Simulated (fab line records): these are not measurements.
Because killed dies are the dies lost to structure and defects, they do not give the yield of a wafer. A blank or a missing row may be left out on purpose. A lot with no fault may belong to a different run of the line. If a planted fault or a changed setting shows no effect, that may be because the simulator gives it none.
Which tool did it? ; flow n5_finfet ; 7 lots, 21 wafers sampled, at 4 steps of a route of 1938

## WHAT THE GAUGES READ, wafer by wafer
N5_BEOL_M3_THK_MEAS_01.
lot;measured;on;M3_ILD_THK (nm)
L610;day 7 16:13;film_metro-02;78.3 79.0 79.8
L611;day 8 09:38;film_metro-02;78.7 80.9 79.6
L615;day 9 08:19;film_metro-02;79.1 80.6 81.1
L617;day 9 13:31;film_metro-01;79.5 79.3 78.6
L620;day 10 15:38;film_metro-01;78.0 80.5 80.1
L626;day 12 07:32;film_metro-02;76.8 78.3 77.6
L631;day 14 02:45;film_metro-02;76.8 77.6 49.1

## WHAT TOOL EACH LOT RAN ON (gives the tool, then ch and the chambers of the sampled wafers, and finally the start)
lot;N5_BEOL_M2_ANNEAL_93;N5_BEOL_M2_SPUTTER_96;N5_BEOL_M3_ILD_DEP_00
L610;pvd_sputter-01, day 7 14:40;pvd_sputter-01, day 7 15:01;pecvd-02 ch 0,1,2, day 7 16:09
L611;pvd_sputter-03, day 8 08:06;pvd_sputter-03, day 8 08:28;pecvd-01 ch 0,1,2, day 8 09:34
L615;pvd_sputter-02, day 9 06:47;pvd_sputter-02, day 9 07:08;pecvd-01 ch 0,1,2, day 9 08:15
L617;pvd_sputter-03, day 9 11:59;pvd_sputter-03, day 9 12:20;pecvd-01 ch 1,2, day 9 13:27
L620;pvd_sputter-03, day 10 14:04;pvd_sputter-03, day 10 14:25;pecvd-02 ch 0,1, day 10 15:34
L626;pvd_sputter-01, day 12 03:16;pvd_sputter-01, day 12 03:38;pecvd-02 ch 0,1,2, day 12 07:28
L631;pvd_sputter-03, day 14 01:07;pvd_sputter-03, day 14 01:29;pecvd-02 ch 0,1,2, day 14 02:41
- N5_BEOL_M2_ANNEAL_93: time 240 s.
- N5_BEOL_M2_SPUTTER_96: material Cu, target thk 4.5 nm, time 8.29 s.
- N5_BEOL_M3_ILD_DEP_00: deposits SiOC from DEMS/O2, target thk 79 nm, time 15.3 s.

## THE ANSWER, worked out from the rows above alone
Rule: the lots themselves supply what counts as usual. The widest of any qualifying gaps counts: lots, ordered by their means at a reading, are off when they make up no more than a third of the lots, leave a main group of 4 or more, and stand apart from it by 3 or more times the standard deviation of that group's means. A main group is skipped when, at the precision printed for the reading in the tables above, its means are all equal. Also off: a lot with no number at a reading for which 4 or more lots have one. Any other lot the step has rows for is counted as sound.
Off: L631, seen at N5_BEOL_M3_THK_MEAS_01 (M3_ILD_THK). The main group: mean 79.2 nm, standard deviation 0.84.
A tool fits if, at a process step before that reading, it ran every lot that is off, and no sound lot after the first of them. The gauges at N5_BEOL_M3_THK_MEAS_01 are tried like those tools. Can't be told from this: 3 tools fit, pvd_sputter-03 at N5_BEOL_M2_ANNEAL_93 and N5_BEOL_M2_SPUTTER_96, pecvd-02 at N5_BEOL_M3_ILD_DEP_00, film_metro-02 at N5_BEOL_M3_THK_MEAS_01.

## WHAT THE SIMULATOR HAD INSERTED
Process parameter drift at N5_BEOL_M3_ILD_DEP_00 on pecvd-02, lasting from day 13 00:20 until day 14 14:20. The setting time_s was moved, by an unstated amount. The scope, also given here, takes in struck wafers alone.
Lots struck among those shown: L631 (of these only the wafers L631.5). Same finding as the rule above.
